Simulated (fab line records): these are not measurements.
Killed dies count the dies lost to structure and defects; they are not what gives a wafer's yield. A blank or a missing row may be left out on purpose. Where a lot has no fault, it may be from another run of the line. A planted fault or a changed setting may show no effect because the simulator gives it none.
3 desks, one fault || flow nand-harc || numbers are kept per desk, each desk with only its own; the story behind them comes last

## THE DEFECT DESK
Counts from the inspections along the route, per lot, as means over the sampled wafers that have a number. A lot is out of limits, marked OUT, if its mean lies more than 4 standard deviations from the usual mean; the brackets give that distance.
Columns: A = raw-defect-count at NHARC_P_M2_INSPECT_11, usual 3.8
{"lot": "L717", "first seen here": "day 6 23:25", "A": 2.3}
{"lot": "L722", "first seen here": "day 8 02:22", "A": 2.7}
{"lot": "L724", "first seen here": "day 9 09:07", "A": 8.3}
{"lot": "L728", "first seen here": "day 10 00:04", "A": 1.3}
{"lot": "L735", "first seen here": "day 11 11:04", "A": 5.3}
This desk's verdict: no lot among the 5 shows anything out of limits.

## FROM THE METROLOGY DESK
Lot by lot, what the gauges showed, no matter which tool ran the lot: averages of those sampled wafers that carry a number. A lot is out of limits, marked OUT, if its mean lies more than 4 standard deviations from the usual mean; the brackets give that distance.
Columns: A = cd-nm at NHARC_P_M2_CD_MEAS_09, usual 170.2 nm; B = overlay-x-nm at NHARC_P_M2_OVL_MEAS_10, usual -0.1 nm; C = overlay-y-nm at NHARC_P_M2_OVL_MEAS_10, usual 0.0 nm
{"lot": "L717", "first seen here": "day 6 23:17", "A": 171.1, "B": -1.1, "C": -1.3}
{"lot": "L722", "first seen here": "day 8 02:14", "A": 169.1, "B": 0.6, "C": 0.6}
{"lot": "L724", "first seen here": "day 9 09:00", "A": 170.6, "B": 0.3, "C": -0.9}
{"lot": "L728", "first seen here": "day 9 23:56", "A": 170.1, "B": 0.3, "C": 1.3}
{"lot": "L735", "first seen here": "day 11 10:56", "A": 170.2, "B": 0.5, "C": -0.2}
This desk's verdict: no lot among the 5 shows anything out of limits.

## THE TOOL OWNER'S DESK: rie-diel-03
The tool's own readings at NHARC_P_M2_ETCH_35 (etches the open film in N2/H2, target depth 40 nm, overetch 12 nm, time 43.94 s): means of the sampled wafers that have a number, for each lot that ran on this tool. A lot is out of limits, marked OUT, if its mean lies more than 4 standard deviations from the usual mean; the brackets give that distance.
Columns: A = bias-w at NHARC_P_M2_ETCH_35, usual 150.0 W; B = drypump-motor-current-A at NHARC_P_M2_ETCH_35, usual 5.7 A; C = oes-product-au at NHARC_P_M2_ETCH_35, usual 0.999 a.u.; D = rf-vpp-V at NHARC_P_M2_ETCH_35, usual 432.0 V; E = run-length-s at NHARC_P_M2_ETCH_35, usual 65.4 s; F = showerhead-plenum-p-Torr at NHARC_P_M2_ETCH_35, usual 2.10 Torr; G = throttle-valve-pct at NHARC_P_M2_ETCH_35, usual 14.171 %
{"lot": "L717", "first seen here": "day 6 23:34", "A": 150.4, "B": 5.5, "C": 1.003, "D": 431.1, "E": 65.6, "F": 2.06, "G": 14.165}
{"lot": "L722", "first seen here": "day 8 02:31", "A": 150.5, "B": 5.3, "C": 1.006, "D": 429.7, "E": "58.6 (-12) OUT", "F": 1.98, "G": 14.162}
This desk finds L722 out of limits, L722 being first, at day 8 02:31 (run-length-s at NHARC_P_M2_ETCH_35). Within limits: L717.

## ALL TOGETHER
The tool owner's desk could have raised an alarm at day 8 02:31, on L722.
Nothing the defect desk looked at was out of limits.
The metrology desk saw nothing out of limits.
The defect desk has L722 on record, within its limits.
The metrology desk holds a record of L722, inside its limits.
The lots listed all ran NHARC_P_M2_ETCH_35 on rie-diel-03.

## WHAT HAD BEEN PUT IN BY THE SIMULATOR
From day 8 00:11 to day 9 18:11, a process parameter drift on rie-diel-03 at NHARC_P_M2_ETCH_35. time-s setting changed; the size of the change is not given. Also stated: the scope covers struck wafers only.
Lots struck among those shown: L722.
Time in hours from fault onset to the first out-of-limits reading at each desk: the tool owner's desk, 2.
